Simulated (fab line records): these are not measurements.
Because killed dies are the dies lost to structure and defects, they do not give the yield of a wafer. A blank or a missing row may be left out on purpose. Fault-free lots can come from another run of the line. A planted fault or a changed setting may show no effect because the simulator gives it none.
fab line records | flow nand-harc
[record] lots = 12 | wafers = 36 | last-day = 33
route steps=1302 shown A_M0@1156 A_M1@1176
lots that met no fault: from a run of the same line without faults
start-h: hours from the record's first day to the start of the lot's first wafer shown | wait-h: time in hours since the lot's previous step | " as in the row above | L1.1+2: one row covering several wafers at once | - no value, or no start given | * or withheld: withheld | < > ~ a bound
route shown NAME@n: NAME is a module with steps in the file, n the number in the route of the first one | usual: mean/standard deviation of fault-free wafers | same: alike in all rows | chamber/n: place in a boat | sites: the reading at each site | _std_site: standard deviation across them | _edge_site: mean of outer sites minus mean of inner sites | radius-mm: how far each site lies from the wafer's centre | mask NAME#n: copy n | behind: the most recent tool/chamber to have shaped the wafer | hold: what put the lot on hold/how long, in hours/how the hold closed | device: which transistor (n, p or np) failed to switch | end of line: the route-end tests of the same wafers | a step without rows: its recipe alone | killed: dies that structure and defects cost at the first sort, which is not the same as the wafer's yield | map: a wafer's dies, x killed, . not, _ none there
set.NAME: the setting that was run; set.NAME@STEP: the one run at that earlier step | model.NAME: the simulator's own value behind a step, which no gauge read
a sample of lots followed through the steps of the route, with each step as a table and each wafer as a row
services: when a tool's chamber went out of use (start-h, in hours from the record's first day, below 0 if earlier), for how many hours, and the reason
[[steps]]
[step NHARC_A_M0_DEGAS_28]
[recipe] temp-c = 250 | time-s = 60
[usual] heater-power-w = 340/34
lot.wafer | tool           | chamber | start-h | wait-h | heater-power-w
L621.4    | pvd-sputter-02 | -       | 530.47  | -      | 397
L621.2    | "              | -       | "       | "      | 354
L621.1    | "              | -       | "       | "      | 354
L619.1    | pvd-sputter-02 | -       | 531.68  | -      | 350
L619.6    | "              | -       | "       | "      | 395
L619.5    | "              | -       | "       | "      | 350
L622.4    | pvd-sputter-03 | -       | 545.77  | -      | 283
L622.3    | "              | -       | "       | "      | 279
L622.5    | "              | -       | "       | "      | 338
L623.1    | pvd-sputter-02 | -       | 554.57  | -      | 395
L623.3    | "              | -       | "       | "      | 345
L623.4    | "              | -       | "       | "      | 341
L624.2    | pvd-sputter-01 | -       | 578.70  | -      | 325
L624.1    | "              | -       | "       | "      | 343
L624.3    | "              | -       | "       | "      | 309
L625.3    | pvd-sputter-02 | -       | 584.44  | -      | 339
L625.2    | "              | -       | "       | "      | 351
L625.5    | "              | -       | "       | "      | 397
L632.3    | pvd-sputter-03 | -       | 640.92  | -      | 292
L632.6    | "              | -       | "       | "      | 295
L632.5    | "              | -       | "       | "      | 337
L630.3    | pvd-sputter-01 | -       | 642.42  | -      | 343
L630.4    | "              | -       | "       | "      | 320
L630.5    | "              | -       | "       | "      | 342
L638.1    | pvd-sputter-01 | -       | 710.29  | -      | 305
L638.5    | "              | -       | "       | "      | 302
L638.6    | "              | -       | "       | "      | 343
L639.1    | pvd-sputter-02 | -       | 718.10  | -      | 361
L639.2    | "              | -       | "       | "      | 343
L639.5    | "              | -       | "       | "      | 368
L640.4    | pvd-sputter-03 | -       | 732.92  | -      | 316
L640.2    | "              | -       | "       | "      | 379
L640.5    | "              | -       | "       | "      | 311
L642.3    | pvd-sputter-03 | -       | 751.56  | -      | 339
L642.2    | "              | -       | "       | "      | 390
L642.6    | "              | -       | "       | "      | 308
[step NHARC_A_M0_DEP_32]
[recipe] target-thk-a = 300 | temp-c = 370 | target-thk-nm = 30 | pressure-torr = 3 | flow-sccm = 200 | rf-w = 450 | material = SiCN
[usual] heater-power-w = 596/85 | rf-fwd-power-W = 449.0/1.4 | showerhead-vpp-V = 1293/65
lot.wafer | tool     | chamber | start-h | wait-h | heater-power-w | rf-fwd-power-W | showerhead-vpp-V
L621.2    | pecvd-04 | 2       | 532.18  | 0.1    | 611            | 448.2          | 1330
L621.1    | "        | 1       | "       | "      | 613            | 448.9          | 1366
L621.4    | "        | 1       | "       | "      | 618            | 448.6          | 1367
L619.1    | pecvd-02 | 2       | 533.41  | 0.1    | 711            | 446.9          | 1297
L619.6    | "        | 1       | "       | "      | 603            | 449.0          | 1259
L619.5    | "        | 0       | "       | "      | 672            | 446.7          | 1203
L622.3    | pecvd-04 | 2       | 547.48  | 0.1    | 518            | 449.7          | 1335
L622.4    | "        | 0       | "       | "      | 510            | 449.5          | 1392
L622.5    | "        | 1       | "       | "      | 569            | 452.3          | 1381
L623.1    | pecvd-02 | 2       | 556.28  | 0.1    | 693            | 449.5          | 1312
L623.3    | "        | 1       | "       | "      | 645            | 449.1          | 1266
L623.4    | "        | 1       | "       | "      | 654            | 449.2          | 1280
L624.1    | pecvd-04 | 0       | 580.43  | 0.1    | 468            | 447.2          | 1361
L624.3    | "        | 1       | "       | "      | 599            | 448.3          | 1375
L624.2    | "        | 2       | "       | "      | 581            | 450.0          | 1288
L625.3    | pecvd-02 | 1       | 586.15  | 0.1    | 569            | 448.7          | 1246
L625.2    | "        | 2       | "       | "      | 722            | 447.7          | 1312
L625.5    | "        | 2       | "       | "      | 733            | 448.5          | 1304
L632.3    | pecvd-02 | 0       | 642.86  | 0.1    | 611            | 447.3          | 1201
L632.5    | "        | 1       | "       | "      | 615            | 448.0          | 1281
L632.6    | "        | 0       | "       | "      | 608            | 448.7          | 1180
L630.3    | pecvd-01 | 1       | 644.15  | 0.1    | 577            | 449.6          | 1343
L630.5    | "        | 2       | "       | "      | 447            | 447.2          | 1226
L630.4    | "        | 0       | "       | "      | 631            | 449.7          | 1390
L638.1    | pecvd-02 | 2       | 711.99  | 0.1    | 699            | 447.7          | 1308
L638.5    | "        | 0       | "       | "      | 590            | 449.6          | 1188
L638.6    | "        | 1       | "       | "      | 649            | 446.1          | 1257
L639.2    | pecvd-01 | 2       | 719.85  | 0.1    | 452            | 447.2          | 1217
L639.1    | "        | 0       | "       | "      | 560            | 449.2          | 1392
L639.5    | "        | 2       | "       | "      | 454            | 447.3          | 1239
L640.2    | pecvd-02 | 2       | 734.70  | 0.1    | 670            | 450.0          | 1308
L640.5    | "        | 1       | "       | "      | 557            | 449.6          | 1263
L640.4    | "        | 2       | "       | "      | 680            | 450.3          | 1334
L642.2    | pecvd-02 | 0       | 753.76  | 0.1    | 705            | 449.3          | 1186
L642.3    | "        | 1       | "       | "      | 606            | 450.8          | 1277
L642.6    | "        | 2       | "       | "      | 637            | 446.2          | 1325
[step NHARC_A_M1_EXPOSE_06]
[recipe] na = 1.35 | target-cd-nm = 120 | dose-mj = 75.13 | mask-id = A_M1
lot.wafer  | tool            | chamber | start-h | wait-h | mask
L621.1+2+4 | arfi-scanner-03 | 0       | 533.15  | -      | A_M1#0
L619.1+5+6 | arfi-scanner-02 | 0       | 534.47  | -      | A_M1#0
L622.3+4+5 | arfi-scanner-02 | 0       | 548.60  | -      | A_M1#0
L623.1+3+4 | arfi-scanner-02 | 0       | 557.23  | -      | A_M1#0
L624.1+2+3 | arfi-scanner-02 | 0       | 581.38  | -      | A_M1#0
L625.2+3+5 | arfi-scanner-02 | 0       | 587.12  | -      | A_M1#0
L632.3+5+6 | arfi-scanner-03 | 0       | 643.77  | -      | A_M1#0
L630.3+4+5 | arfi-scanner-01 | 0       | 645.27  | -      | A_M1#0
L638.1+5+6 | arfi-scanner-02 | 0       | 712.95  | -      | A_M1#0
L639.1+2+5 | arfi-scanner-02 | 0       | 720.79  | -      | A_M1#0
L640.2+4+5 | arfi-scanner-03 | 0       | 735.70  | -      | A_M1#0
L642.2+3+6 | arfi-scanner-03 | 0       | 754.75  | -      | A_M1#0
[step NHARC_A_M1_OVL_MEAS_10]
[recipe] pitch-nm = 240
[usual] overlay-x-nm = -0.3/0.76 | overlay-y-nm = 0.1/0.91
lot.wafer | tool       | chamber | start-h | wait-h | overlay-x-nm | overlay-y-nm
L621.1    | overlay-02 | -       | 533.38  | -      | -0.5         | 1.4
L621.2    | "          | -       | "       | "      | -0.7         | 1.7
L621.4    | "          | -       | "       | "      | -0.3         | 1.5
L619.1    | overlay-02 | -       | 534.70  | -      | -0.4         | 0.4
L619.5    | "          | -       | "       | "      | 0.2          | 1.0
L619.6    | "          | -       | "       | "      | 0.2          | 1.0
L622.3    | overlay-01 | -       | 548.82  | -      | 0.3          | 0.7
L622.4    | "          | -       | "       | "      | -0.8         | 1.1
L622.5    | "          | -       | "       | "      | -0.2         | 0.7
L623.1    | overlay-01 | -       | 557.46  | -      | 0.4          | 0.5
L623.3    | "          | -       | "       | "      | 0.2          | 1.3
L623.4    | "          | -       | "       | "      | 0.0          | 0.9
L624.1    | overlay-02 | -       | 581.61  | -      | 1.0          | 0.6
L624.2    | "          | -       | "       | "      | 1.5          | 1.0
L624.3    | "          | -       | "       | "      | 1.5          | 1.0
L625.2    | overlay-01 | -       | 587.34  | -      | -0.3         | -0.2
L625.3    | "          | -       | "       | "      | -0.3         | -0.3
L625.5    | "          | -       | "       | "      | -0.6         | 0.5
L632.3    | overlay-01 | -       | 643.99  | -      | -1.1         | 1.7
L632.5    | "          | -       | "       | "      | -1.1         | 1.6
L632.6    | "          | -       | "       | "      | -1.4         | 1.0
L630.3    | overlay-02 | -       | 645.50  | -      | -1.7         | 0.3
L630.4    | "          | -       | "       | "      | -1.6         | -0.2
L630.5    | "          | -       | "       | "      | -1.2         | 0.0
L638.1    | overlay-02 | -       | 713.17  | -      | 38.7         | -1.3
L638.5    | "          | -       | "       | "      | 39.0         | -1.3
L638.6    | "          | -       | "       | "      | 39.9         | -1.2
L639.1    | overlay-02 | -       | 721.01  | -      | 39.8         | -1.1
L639.2    | "          | -       | "       | "      | 39.4         | -1.9
L639.5    | "          | -       | "       | "      | 40.0         | -1.4
L640.2    | overlay-01 | -       | 735.92  | -      | 0.5          | -1.0
L640.4    | "          | -       | "       | "      | -0.3         | -0.7
L640.5    | "          | -       | "       | "      | 0.8          | -0.9
L642.2    | overlay-02 | -       | 754.97  | -      | -0.7         | -1.5
L642.3    | "          | -       | "       | "      | -0.4         | -1.2
L642.6    | "          | -       | "       | "      | -0.6         | -1.4
[step NHARC_A_M1_DESCUM_14]
[recipe] time-s = 3 | o2-flow-sccm = 200 | ar-flow-sccm = 0 | bias-power-w = 0 | chemistry = O2
[usual] drypump-motor-current-A = 5.5/0.45 | oes-product-au = 1.002/0.011 | rf-vpp-V = 57.7/0.91 | showerhead-plenum-p-Torr = 1.90/0.091 | throttle-valve-pct = 11.311/0.0091
lot.wafer | tool        | chamber | start-h | wait-h | drypump-motor-current-A | oes-product-au | rf-hours-counter-h | rf-vpp-V | showerhead-plenum-p-Torr | throttle-valve-pct
L621.4    | rie-diel-02 | 3       | 533.48  | 0.1    | 4.8                     | 1.000          | 6.0                | 56.9     | 1.86                     | 11.322
L621.2    | "           | 1       | "       | "      | 5.9                     | 1.006          | 6.6                | 57.3     | 1.95                     | 11.304
L621.1    | "           | 2       | "       | "      | 5.4                     | 0.980          | 7.1                | 57.5     | 1.81                     | 11.318
L619.1    | rie-diel-02 | 0       | 534.83  | 0.1    | 5.3                     | 1.007          | 6.6                | 57.8     | 1.78                     | 11.308
L619.5    | "           | 1       | "       | "      | 5.8                     | 1.007          | -                  | 57.7     | 1.95                     | 11.313
L619.6    | "           | 2       | "       | "      | 5.4                     | 0.998          | -                  | 57.6     | 1.81                     | 11.327
L622.3    | rie-diel-12 | 1       | 548.92  | 0.1    | 5.6                     | 0.996          | 6.4                | 58.6     | 1.98                     | 11.308
L622.4    | "           | 0       | "       | "      | 5.0                     | 0.990          | 7.7                | 58.7     | 2.05                     | 11.300
L622.5    | "           | 1       | "       | "      | 5.7                     | 0.988          | -                  | 57.5     | 1.98                     | 11.305
L623.3    | rie-diel-02 | 0       | 557.56  | 0.1    | 5.3                     | 1.001          | 7.3                | 56.7     | 1.78                     | 11.309
L623.4    | "           | 2       | "       | "      | 5.4                     | 0.981          | 8.1                | 57.8     | 1.81                     | 11.323
L623.1    | "           | 3       | "       | "      | 4.8                     | 0.990          | 6.8                | 56.9     | 1.86                     | 11.309
L624.1    | rie-diel-03 | 1       | 581.71  | 0.1    | 5.6                     | 1.009          | 2.8                | 56.8     | 1.81                     | 11.321
L624.3    | "           | 2       | "       | "      | 6.1                     | 1.011          | 3.0                | 57.7     | 1.98                     | 11.311
L624.2    | "           | 3       | "       | "      | 6.0                     | 1.001          | 3.0                | 58.4     | 2.01                     | 11.297
L625.3    | rie-diel-12 | 3       | 587.45  | 0.1    | 4.7                     | 1.014          | 8.8                | 57.7     | 1.84                     | 11.316
L625.2    | "           | 0       | "       | "      | 5.0                     | 1.002          | 9.0                | 57.9     | 2.05                     | 11.302
L625.5    | "           | 1       | "       | "      | 5.6                     | 1.001          | -                  | 58.3     | 1.98                     | 11.318
L632.3    | rie-diel-02 | 3       | 644.09  | 0.1    | 4.8                     | 0.989          | 3.8                | 57.9     | 1.86                     | 11.315
L632.5    | "           | 3       | "       | "      | 4.8                     | 0.995          | -                  | 56.9     | 1.86                     | 11.320
L632.6    | "           | 0       | "       | "      | 5.3                     | 1.003          | -                  | 56.1     | 1.78                     | 11.324
L630.3    | rie-diel-03 | 2       | 645.60  | 0.1    | 6.1                     | 1.017          | 0.1                | 58.1     | 1.98                     | 11.307
L630.4    | "           | 0       | "       | "      | 5.6                     | 0.989          | 0.1                | 58.7     | 1.84                     | 11.304
L630.5    | "           | 1       | "       | "      | 5.6                     | 1.008          | -                  | 57.4     | 1.81                     | 11.311
L638.1    | rie-diel-02 | 1       | 713.28  | 0.1    | 5.8                     | 0.993          | 8.4                | 58.1     | 1.94                     | 11.302
L638.6    | "           | 0       | "       | "      | 5.3                     | 1.005          | -                  | 57.5     | 1.78                     | 11.313
L638.5    | "           | 1       | "       | "      | 5.9                     | 1.005          | -                  | 59.5     | 1.94                     | 11.310
L639.2    | rie-diel-12 | 3       | 721.11  | 0.1    | 4.6                     | 1.012          | 3.0                | 57.5     | 1.84                     | 11.310
L639.1    | "           | 2       | "       | "      | 5.7                     | 0.986          | 2.9                | 58.0     | 2.04                     | 11.293
L639.5    | "           | 3       | "       | "      | 4.6                     | 1.009          | -                  | 58.3     | 1.84                     | 11.309
L640.4    | rie-diel-03 | 0       | 736.04  | 0.1    | 5.5                     | 0.993          | 2.5                | 56.9     | 1.84                     | 11.309
L640.2    | "           | 1       | "       | "      | 5.7                     | 1.011          | 1.7                | 55.6     | 1.81                     | 11.306
L640.5    | "           | 3       | "       | "      | 6.1                     | 1.013          | -                  | 58.3     | 2.01                     | 11.312
L642.2    | rie-diel-03 | 1       | 755.08  | 0.1    | 5.7                     | 1.009          | 2.3                | 57.5     | 1.81                     | 11.321
L642.3    | "           | 2       | "       | "      | 6.1                     | 1.012          | 3.1                | 57.3     | 1.98                     | 11.309
L642.6    | "           | 1       | "       | "      | 5.7                     | 1.013          | -                  | 56.2     | 1.81                     | 11.312
[[services]]
tool            | chamber | start-h | hours | kind
pvd-sputter-03  | -       | 526.03  | 10.0  | pm
pvd-sputter-01  | -       | 536.02  | 0.6   | repair
arfi-scanner-03 | -       | 540.00  | 4.0   | pm
rie-diel-02     | -       | 570.76  | 9.0   | pm
rie-diel-03     | -       | 589.65  | 0.9   | repair
pecvd-02        | -       | 590.62  | 13.0  | pm
rie-diel-03     | 2       | 602.34  | 2.5   | repair
rie-diel-02     | 2       | 616.76  | 8.7   | repair
rie-diel-02     | 1       | 620.83  | 4.5   | repair
rie-diel-03     | 2       | 622.11  | 8.9   | repair
rie-diel-03     | -       | 635.36  | 9.0   | pm
pvd-sputter-02  | -       | 638.00  | 10.0  | pm
arfi-scanner-02 | -       | 657.88  | 4.0   | pm
rie-diel-03     | 2       | 670.03  | 9.5   | repair
pecvd-02        | 0       | 674.74  | 9.3   | repair
arfi-scanner-02 | -       | 677.85  | 0.8   | repair
pvd-sputter-03  | -       | 704.03  | 10.0  | pm
rie-diel-03     | 1       | 704.93  | 7.5   | repair
arfi-scanner-03 | -       | 712.00  | 4.0   | pm
arfi-scanner-02 | -       | 722.25  | 0.9   | repair
pecvd-02        | -       | 728.84  | 0.9   | repair
pvd-sputter-03  | -       | 733.46  | 1.7   | repair
rie-diel-03     | 0       | 744.10  | 13.9  | repair
rie-diel-02     | -       | 747.76  | 9.0   | pm
[[key]]
[first-sign] step = NHARC_A_M1_OVL_MEAS_10 | reading = overlay-x-nm | direction = up | sigmas = 52 | usual = -0.3 | struck = 39.5
effect none on later readings
met-at NHARC_A_M1_EXPOSE_06
struck-lots L638,L639
not-acting-at NHARC_A_M0_DEGAS_28,NHARC_A_M0_DEP_32,NHARC_A_M1_DESCUM_14
onset-between 587.12 712.95
[fault] kind = scanner-matching-overlay | tool = arfi-scanner-02 | chamber = - | onset-h = 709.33 | steps = NHARC_A_M1_EXPOSE_06 | offset = 39.708
